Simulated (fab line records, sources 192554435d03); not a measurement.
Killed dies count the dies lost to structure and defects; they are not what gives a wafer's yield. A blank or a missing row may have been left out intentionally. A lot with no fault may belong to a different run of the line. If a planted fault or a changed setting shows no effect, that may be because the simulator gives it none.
The tool behind it: which one?    flow n5-finfet    24 lots with 72 wafers sampled at 5 steps, on a route of 1938 steps

== WHAT THE GAUGES SHOWED, per wafer ==
N5_BEOL_M11_RS_MEAS_57: measures by four-point-probe. Usual: for M11_RS the level is 0.152 ohm/sq and the standard deviation is 0.0036.
lot   measured      on             M11_RS (ohm/sq)    flag
L074  day 10 14:40  film-metro-01  0.149 0.153 0.151  
L076  day 11 11:28  film-metro-01  0.154 0.155 0.154  
L077  day 11 11:36  film-metro-01  0.146 0.150 0.149  
L075  day 11 20:20  film-metro-01  0.152 0.143 0.154  
L078  day 12 05:28  film-metro-02  0.155 0.152 0.158  
L080  day 13 00:52  film-metro-02  0.152 0.148 0.152  
L082  day 13 07:27  film-metro-01  0.153 0.151 0.150  
L079  day 13 08:42  film-metro-02  0.154 0.150 0.155  
L081  day 13 09:59  film-metro-01  0.154 0.153 0.156  
L083  day 13 10:46  film-metro-01  0.152 0.151 0.152  
L085  day 14 08:01  film-metro-02  0.147 0.152 0.154  
L084  day 14 09:32  film-metro-01  0.150 0.153 0.151  
L087  day 14 14:17  film-metro-02  0.154 0.144 0.150  
L088  day 14 14:33  film-metro-02  0.148 0.152 0.153  
L086  day 14 17:33  film-metro-02  0.154 0.150 0.154  
L089  day 14 18:01  film-metro-02  0.149 0.155 0.151  
L090  day 15 00:08  film-metro-01  0.153 0.142 0.155  
L091  day 15 08:38  film-metro-02  0.147 0.151 0.146  
L092  day 15 16:49  film-metro-01  0.160 0.158 0.155  
L093  day 16 07:20  film-metro-02  0.149 0.147 0.152  
L095  day 16 23:32  film-metro-01  0.157 0.154 0.159  
L094  day 17 00:21  film-metro-01  0.148 0.155 0.156  
L096  day 17 05:37  film-metro-01  0.150 0.155 0.150  
L097  day 17 20:46  film-metro-01  0.154 0.154 0.152  

N5_BEOL_M12_THK_MEAS_50: measures by xrf. Usual: for M12_THK the level is 322 nm and the standard deviation is 5.7.
lot   measured      on             M12_THK (nm)  flag
L074  day 10 19:53  film-metro-01  324 327 321   
L076  day 11 15:43  film-metro-02  321 320 325   
L077  day 11 16:03  film-metro-02  327 329 335   
L075  day 12 01:25  film-metro-02  316 319 318   
L078  day 12 13:32  film-metro-01  318 325 313   
L080  day 13 05:56  film-metro-01  323 312 327   
L082  day 13 11:28  film-metro-02  322 332 331   
L079  day 13 12:19  film-metro-01  322 319 331   
L081  day 13 14:27  film-metro-02  324 316 326   
L083  day 13 15:07  film-metro-02  314 321 331   
L085  day 14 13:49  film-metro-01  316 327 316   
L084  day 14 14:22  film-metro-01  318 313 319   
L087  day 14 21:58  film-metro-01  326 322 331   
L088  day 14 23:05  film-metro-01  323 316 321   
L086  day 14 23:07  film-metro-02  317 325 327   
L089  day 15 00:36  film-metro-02  322 321 318   
L090  day 15 05:46  film-metro-01  319 324 324   
L091  day 15 12:52  film-metro-02  332 329 317   
L092  day 16 00:00  film-metro-01  315 315 318   
L093  day 16 12:22  film-metro-02  328 324 328   
L095  day 17 03:20  film-metro-02  333 317 324   
L094  day 17 05:53  film-metro-02  326 318 329   
L096  day 17 09:19  film-metro-02  324 314 332   
L097  day 18 00:52  film-metro-01  326 317 324   

== WHAT TOOL EACH LOT RAN ON (gives the tool, then ch and the chambers of the sampled wafers, and finally the start) ==
lot   N5_BEOL_M11_ALD_74                   N5_BEOL_M12_DESCUM_15               N5_BEOL_M12_STRIP_63
L074  ald-metal-04 ch 0,1,2, day 10 11:16  rie-diel-01 ch 0,1,3, day 10 15:15  plasma-asher-02 ch 0,1, day 10 15:32
L076  ald-metal-03 ch 1,2, day 11 08:16    rie-diel-02 ch 0,2,3, day 11 12:12  plasma-asher-02 ch 0,1, day 11 12:29
L077  ald-metal-04 ch 1,2, day 11 08:23    rie-diel-06 ch 0,1,3, day 11 12:17  plasma-asher-01 ch 0,1, day 11 12:34
L075  ald-metal-04 ch 0,2,3, day 11 18:15  rie-diel-01 ch 2,3, day 11 21:03    plasma-asher-02 ch 0,1, day 11 21:20
L078  ald-metal-02 ch 0,2, day 12 03:59    rie-diel-02 ch 0,1, day 12 06:20    plasma-asher-02 ch 0, day 12 06:38
L080  ald-metal-02 ch 1,2,3, day 12 23:14  rie-diel-06 ch 0,1,3, day 13 01:27  plasma-asher-01 ch 0,1, day 13 01:44
L082  ald-metal-03 ch 0,3, day 13 05:57    rie-diel-06 ch 0,2, day 13 08:02    plasma-asher-02 ch 0,1, day 13 08:19
L079  ald-metal-02 ch 0,1,3, day 13 06:59  rie-diel-06 ch 2,3, day 13 09:20    plasma-asher-02 ch 0,1, day 13 09:37
L081  ald-metal-04 ch 1,2,3, day 13 07:10  rie-diel-01 ch 0,1,2, day 13 11:16  plasma-asher-02 ch 0,1, day 13 11:50
L083  ald-metal-03 ch 1,2,3, day 13 09:17  rie-diel-02 ch 0,3, day 13 11:30    plasma-asher-02 ch 1, day 13 11:58
L085  ald-metal-03 ch 0,3, day 14 05:14    rie-diel-06 ch 0,1, day 14 08:35    plasma-asher-02 ch 0,1, day 14 08:53
L084  ald-metal-04 ch 0,1,3, day 14 07:59  rie-diel-02 ch 0,1, day 14 10:16    plasma-asher-01 ch 0,1, day 14 10:33
L087  ald-metal-03 ch 1,2, day 14 12:37    rie-diel-01 ch 1,2,3, day 14 14:52  plasma-asher-02 ch 0,1, day 14 15:09
L088  ald-metal-04 ch 1,2,3, day 14 12:45  rie-diel-06 ch 1,2,3, day 14 15:28  plasma-asher-01 ch 0,1, day 14 15:46
L086  ald-metal-02 ch 1,2,3, day 14 16:02  rie-diel-02 ch 0,1,3, day 14 18:11  plasma-asher-01 ch 0, day 14 18:29
L089  ald-metal-04 ch 1,2, day 14 16:22    rie-diel-06 ch 1,2,3, day 14 18:44  plasma-asher-01 ch 0,1, day 14 19:02
L090  ald-metal-04 ch 1,3, day 14 21:58    rie-diel-02 ch 1,2, day 15 00:50    plasma-asher-01 ch 0,1, day 15 01:09
L091  ald-metal-04 ch 0,2,3, day 15 06:51  rie-diel-01 ch 1,2,3, day 15 09:21  plasma-asher-02 ch 0,1, day 15 09:38
L092  ald-metal-02 ch 1,2, day 15 14:35    rie-diel-06 ch 1,2,3, day 15 17:32  plasma-asher-01 ch 0,1, day 15 17:50
L093  ald-metal-02 ch 0,2,3, day 16 05:46  rie-diel-01 ch 1,2, day 16 08:42    plasma-asher-01 ch 0,1, day 16 08:59
L095  ald-metal-02 ch 2,3, day 16 22:01    rie-diel-06 ch 0,1, day 17 00:17    plasma-asher-02 ch 0,1, day 17 00:35
L094  ald-metal-02 ch 0,1,3, day 16 22:46  rie-diel-02 ch 0,1,2, day 17 01:13  plasma-asher-02 ch 0,1, day 17 01:31
L096  ald-metal-03 ch 2,3, day 17 03:45    rie-diel-02 ch 0,1,2, day 17 06:18  plasma-asher-01 ch 0,1, day 17 06:35
L097  ald-metal-02 ch 1,2,3, day 17 19:05  rie-diel-01 ch 0,1,3, day 17 21:31  plasma-asher-01 ch 0,1, day 17 21:49
- N5_BEOL_M11_ALD_74: deposits TaN, target thk 2 nm, pulse time 2 s, purge time 3 s.
- N5_BEOL_M12_DESCUM_15: chemistry O2, time 7.9 s.
- N5_BEOL_M12_STRIP_63: strips in N2/H2.

== WHAT THE TOOLS THEMSELVES READ (means of the sampled wafers that have a number; where no wafer has one, the mark that the record gives instead) ==
N5_BEOL_M11_ALD_74. Usual: heater-power-w 415 W, standard deviation 48; precursor-vessel-temp-c 75.02 C, standard deviation 0.13.
lot   tool          heater-power-w (W)  precursor-vessel-temp-c (C)  flag
L074  ald-metal-04  487                 75.03                        
L076  ald-metal-03  411                 75.03                        
L077  ald-metal-04  506                 74.99                        
L075  ald-metal-04  476                 75.03                        
L078  ald-metal-02  393                 75.11                        
L080  ald-metal-02  378                 74.97                        
L082  ald-metal-03  379                 74.84                        
L079  ald-metal-02  392                 75.17                        
L081  ald-metal-04  459                 75.12                        
L083  ald-metal-03  405                 74.99                        
L085  ald-metal-03  378                 75.01                        
L084  ald-metal-04  437                 74.94                        
L087  ald-metal-03  405                 75.15                        
L088  ald-metal-04  456                 75.01                        
L086  ald-metal-02  393                 74.97                        
L089  ald-metal-04  465                 75.02                        
L090  ald-metal-04  417                 75.10                        
L091  ald-metal-04  466                 74.87                        
L092  ald-metal-02  379                 75.05                        
L093  ald-metal-02  389                 75.02                        
L095  ald-metal-02  384                 74.93                        
L094  ald-metal-02  392                 75.02                        
L096  ald-metal-03  383                 74.99                        
L097  ald-metal-02  387                 75.10                        

N5_BEOL_M12_DESCUM_15. Usual: drypump-motor-current-A 5.5 A, standard deviation 0.35; oes-product-au 0.76 a.u., standard deviation 0.082; rf-vpp-V 243.0 V, standard deviation 1.2; showerhead-plenum-p-Torr 2.07 Torr, standard deviation 0.07; temp-c 40.00 C, standard deviation 0.12; throttle-valve-pct 20.58 %, standard deviation 0.25.
lot   tool         drypump-motor-current-A (A)  oes-product-au (a.u.)  rf-vpp-V (V)  showerhead-plenum-p-Torr (Torr)  temp-c (C)  throttle-valve-pct (%)  flag
L074  rie-diel-01  5.7                          0.81                   243.1         2.10                             40.08       20.49                   
L076  rie-diel-02  5.5                          0.73                   243.3         2.05                             39.89       20.76                   
L077  rie-diel-06  5.4                          0.78                   243.1         2.06                             40.01       20.55                   
L075  rie-diel-01  5.7                          0.76                   243.8         2.09                             39.94       20.64                   
L078  rie-diel-02  5.8                          0.74                   243.5         2.03                             39.90       20.41                   
L080  rie-diel-06  5.4                          0.77                   242.3         2.06                             40.04       20.58                   
L082  rie-diel-06  5.1                          0.67                   244.5         2.14                             39.89       20.65                   
L079  rie-diel-06  5.6                          0.70                   242.9         2.03                             40.09       20.51                   
L081  rie-diel-01  5.7                          0.79                   243.6         2.10                             39.91       20.52                   
L083  rie-diel-02  5.5                          0.71                   243.3         2.11                             39.91       20.81                   
L085  rie-diel-06  5.2                          0.75                   243.4         2.11                             40.11       20.75                   
L084  rie-diel-02  5.8                          0.73                   241.9         2.02                             39.96       20.43                   
L087  rie-diel-01  5.7                          0.77                   243.2         2.08                             40.05       20.55                   
L088  rie-diel-06  5.4                          0.76                   243.1         2.04                             40.05       20.42                   
L086  rie-diel-02  5.5                          0.71                   242.9         2.08                             39.96       20.68                   
L089  rie-diel-06  5.4                          0.75                   242.9         2.04                             39.98       20.40                   
L090  rie-diel-02  5.3                          0.69                   241.9         2.01                             39.91       20.88                   
L091  rie-diel-01  5.7                          0.76                   242.8         2.08                             39.98       20.57                   
L092  rie-diel-06  5.4                          0.75                   242.2         2.04                             40.09       20.43                   
L093  rie-diel-01  5.7                          0.76                   243.3         2.09                             39.90       20.59                   
L095  rie-diel-06  5.2                          0.92                   244.2         2.11                             40.03       20.47                   
L094  rie-diel-02  5.6                          0.80                   243.3         2.10                             40.02       20.56                   
L096  rie-diel-02  5.6                          0.78                   243.4         2.10                             40.07       20.56                   
L097  rie-diel-01  5.7                          0.84                   243.2         2.07                             39.91       20.45                   

N5_BEOL_M12_STRIP_63. Usual: drypump-motor-current-A 5.22 A, standard deviation 0.25; heater-power-w 345 W, standard deviation 40; oes-product-au 0.693 a.u., standard deviation 0.0046; strip-time-to-endpoint-s 42.5 s, standard deviation 0.8; temp-c 250.01 C, standard deviation 0.2.
lot   tool             drypump-motor-current-A (A)  heater-power-w (W)  oes-product-au (a.u.)  strip-time-to-endpoint-s (s)  temp-c (C)  flag
L074  plasma-asher-02  5.25                         367                 0.692                  42.9                          249.98      
L076  plasma-asher-02  5.23                         369                 0.695                  42.4                          249.87      
L077  plasma-asher-01  5.03                         315                 0.690                  42.4                          249.93      
L075  plasma-asher-02  5.26                         367                 0.692                  41.1                          250.24      
L078  plasma-asher-02  5.37                         395                 0.690                  42.5                          250.23      
L080  plasma-asher-01  5.25                         306                 0.692                  42.8                          249.88      
L082  plasma-asher-02  5.33                         375                 0.694                  43.3                          250.04      
L079  plasma-asher-02  5.32                         388                 0.693                  41.4                          249.89      
L081  plasma-asher-02  5.30                         383                 0.692                  42.3                          250.20      
L083  plasma-asher-02  5.18                         353                 0.689                  42.6                          249.82      
L085  plasma-asher-02  5.31                         383                 0.691                  42.5                          250.08      
L084  plasma-asher-01  5.00                         318                 0.693                  42.7                          249.72      
L087  plasma-asher-02  5.25                         367                 0.699                  42.4                          250.02      
L088  plasma-asher-01  5.05                         320                 0.691                  43.0                          249.83      
L086  plasma-asher-01  4.81                         334                 0.694                  43.8                          250.00      
L089  plasma-asher-01  5.26                         298                 0.693                  42.3                          250.04      
L090  plasma-asher-01  5.02                         314                 0.692                  42.7                          250.28      
L091  plasma-asher-02  5.24                         367                 0.694                  41.7                          250.00      
L092  plasma-asher-01  5.26                         302                 0.691                  42.0                          250.04      
L093  plasma-asher-01  5.27                         304                 0.696                  42.5                          250.32      
L095  plasma-asher-02  5.33                         379                 0.693                  42.3                          249.88      
L094  plasma-asher-02  5.31                         385                 0.696                  42.8                          250.26      
L096  plasma-asher-01  5.25                         302                 0.695                  42.2                          250.01      
L097  plasma-asher-01  5.24                         304                 0.695                  42.2                          250.19      

== THE ANSWER, worked out from the rows above alone ==
Rule: a lot is off if the mean of its wafers that have a number lies more than 3 standard deviations from the usual mean. A lot without any number at a reading at which 4 lots or more have one is off too. The other lots that the step has rows for count as sound. After the gauges, taken in route order, come the tools' own readings; for these a lot's mean is taken, as printed above. The first step at which some lot is off is used, and at that step the reading that is off furthest; a lot without a number counts as furthest.
Across all readings shown, no lot is off: no conclusion can be drawn from this.

== WHAT HAD BEEN PUT IN BY THE SIMULATOR ==
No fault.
